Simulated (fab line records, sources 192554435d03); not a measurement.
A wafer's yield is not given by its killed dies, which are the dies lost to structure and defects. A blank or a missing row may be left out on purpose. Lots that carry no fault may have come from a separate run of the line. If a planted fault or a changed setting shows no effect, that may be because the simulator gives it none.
Chamber matching / flow n5 finfet / N5_BEOL_M9_ETCH_66 on rie diel-01 has 4 sister chambers
The step etches SOC in N2/H2, target depth 80 nm, overetch 16 nm, time 120 s. 4 wafers are shown with their chamber, then 11 later ones without.

WAFERS PAIRED WITH THEIR CHAMBERS
wafer=L090.2; chamber=0; showerhead plenum p Torr (Torr)=2.69
wafer=L091.2; chamber=1; showerhead plenum p Torr (Torr)=2.40
wafer=L091.3; chamber=3; showerhead plenum p Torr (Torr)=2.55
wafer=L092.2; chamber=2; showerhead plenum p Torr (Torr)=2.44

WAFERS WITHOUT THEIR CHAMBER
wafer=L092.4; showerhead plenum p Torr (Torr)=2.55
wafer=L092.6; showerhead plenum p Torr (Torr)=2.55
wafer=L094.2; showerhead plenum p Torr (Torr)=2.39
wafer=L094.3; showerhead plenum p Torr (Torr)=2.44
wafer=L094.5; showerhead plenum p Torr (Torr)=2.44
wafer=L095.1; showerhead plenum p Torr (Torr)=2.55
wafer=L095.2; showerhead plenum p Torr (Torr)=2.68
wafer=L095.4; showerhead plenum p Torr (Torr)=2.39
wafer=L097.1; showerhead plenum p Torr (Torr)=2.55
wafer=L097.4; showerhead plenum p Torr (Torr)=2.68
wafer=L097.5; showerhead plenum p Torr (Torr)=2.68

EACH ONE'S CHAMBER
wafer=L092.4; from the rows above=3; in truth=3
wafer=L092.6; from the rows above=3; in truth=3
wafer=L094.2; from the rows above=1; in truth=1
wafer=L094.3; from the rows above=2; in truth=2
wafer=L094.5; from the rows above=2; in truth=2
wafer=L095.1; from the rows above=3; in truth=3
wafer=L095.2; from the rows above=0; in truth=0
wafer=L095.4; from the rows above=1; in truth=1
wafer=L097.1; from the rows above=3; in truth=3
wafer=L097.4; from the rows above=0; in truth=0
wafer=L097.5; from the rows above=0; in truth=0
Correct placement for 11 of the 11. Not placeable from these rows: 0. 0 placed wrongly.
How it was worked out, from the rows above alone: a wafer's distance from a chamber is the root of the sum, over the readings, of the square of ((its reading less the chamber's mean) divided by the reading's scatter). The wafer belongs to the nearest chamber; if the next one is less than 2 further off, it can't be placed. Each chamber's mean is taken over the wafers shown for it. The scatter: root of mean squared gap, hidden wafer to nearest shown wafer, with one shown wafer a chamber.
